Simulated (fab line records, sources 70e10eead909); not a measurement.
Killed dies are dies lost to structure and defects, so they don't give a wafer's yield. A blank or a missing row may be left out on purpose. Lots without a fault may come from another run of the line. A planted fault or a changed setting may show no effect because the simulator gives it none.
A struck lot beside a sound one | flow nand_harc | 15 steps out of a route of 1302
Sound: wafers L903.1, L903.4, L903.5. Struck: wafers L896.4, L896.5, L896.6. The cause comes at the end.
At each step with rows: each side's tool, then ch and its chambers, then its first start. Under that, the readings that differ: sound wafers | struck wafers | difference of the means | sigmas: that difference in standard deviations of wafers without a fault.
alike: readings whose means differ by less than 2 such deviations, and words and numbers that are the same on both sides. not compared: withheld readings, readings that some wafer has no value for, bounds like >300 that may hide the same value, and numbers for which the record gives no deviation and whose values overlap.
The two part at a step that has a row with sigmas, a row that says differs or no value, or rows on one side only. Numbers that don't overlap but have no deviation are shown without sigmas and don't part them. A reading that every wafer of one side lacks parts them only if that side has two wafers or more.

first, 1 step without rows for these wafers: NHARC_P_M0_ETCH_34 (etches the open film in N2/H2, target depth 40 nm, overetch 12 nm, time 43.94 s).
NHARC_P_M0_ETCH_15: etches the open film in C4F8/Ar, target depth 150 nm, overetch 15 nm, time 82.5 s.
  sound on rie_diel-05 ch 0,1,2; struck on rie_diel-10 ch 2,3
  alike: bias_w, oes_product_au, rf_vpp_V
  not compared: rf_hours_counter_h
NHARC_P_M0_CD_MEAS_16:
  sound on cd_sem-02, day 13 17:45; struck on cd_sem-02, day 10 23:06
  alike: cd_nm
NHARC_P_M0_STRIP_18: strips in N2/H2.
  sound on rie_diel-12 ch 0,3, day 13 17:49; struck on rie_diel-12 ch 0,1, day 10 23:10
  alike: drypump_motor_current_A, oes_product_au, rf_vpp_V, showerhead_plenum_p_Torr, throttle_valve_pct
  not compared: rf_hours_counter_h
then, 2 steps without rows for these wafers: NHARC_P_M0_STRIP_19 (strips in post etch residue remover, time 600 s); NHARC_P_M0_DEGAS_28 (time 60 s).
NHARC_P_M0_PRE_CLEAN_29: time 30 s.
  sound on pvd_sputter-01; struck on pvd_sputter-02
  alike: heater_power_w
then, 3 steps without rows for these wafers: NHARC_P_M0_PVD_20 (deposits TaN, target thk 5 nm, time 8.06 s); NHARC_P_M0_PVD_21 (deposits Cu, target thk 30 nm, time 20.49 s); NHARC_P_M0_ECD_22 (material Cu, target thk 400 nm).
NHARC_P_M0_ANNEAL_30: time 90 s.
  sound on rtp_anneal-02 ch 0, day 13 19:17; struck on rtp_anneal-01 ch 0, day 11 00:36
  alike: wafer_temp_C_max
NHARC_P_M0_CMP_23: polishes, t overpolish 20 s, target thk 117.54 nm.
  sound on cmp-03 ch 0,1,2, day 13 19:41; struck on cmp-03 ch 0,2,3, day 11 00:52
  alike: edge_zone_pressure_frac, motor_current_A, time_to_endpoint_s
NHARC_P_M0_THK_MEAS_24: measures by xrf.
  sound on film_metro-02, day 13 19:56; struck on film_metro-01, day 11 01:06
  alike: thk_nm
then, 1 step without rows for these wafers: NHARC_P_M0_SRD_25.
-- the record jumps here: 18 days lie between the struck wafers' starts before and after (it left off in module P_M0 and takes up again in module END, whose first step shown is number 1302 of the route) --
NHARC_END_SORT_01:
  sound on prober-01 ch 0, day 32 18:03; struck on prober-02 ch 0, day 28 22:55
  alike: defect_limited_yield, killed_at_array, killed_at_other, killed_at_periphery, killed_dies, killed_open, killed_short, sort_bin_2_pct, sort_bin_3_pct, sort_bin_4_pct, sort_n_pass, sort_rim_yield_pct, sort_yield_pct

WHERE THEY PART
Nowhere in this record.

WHY: what the simulator had put in
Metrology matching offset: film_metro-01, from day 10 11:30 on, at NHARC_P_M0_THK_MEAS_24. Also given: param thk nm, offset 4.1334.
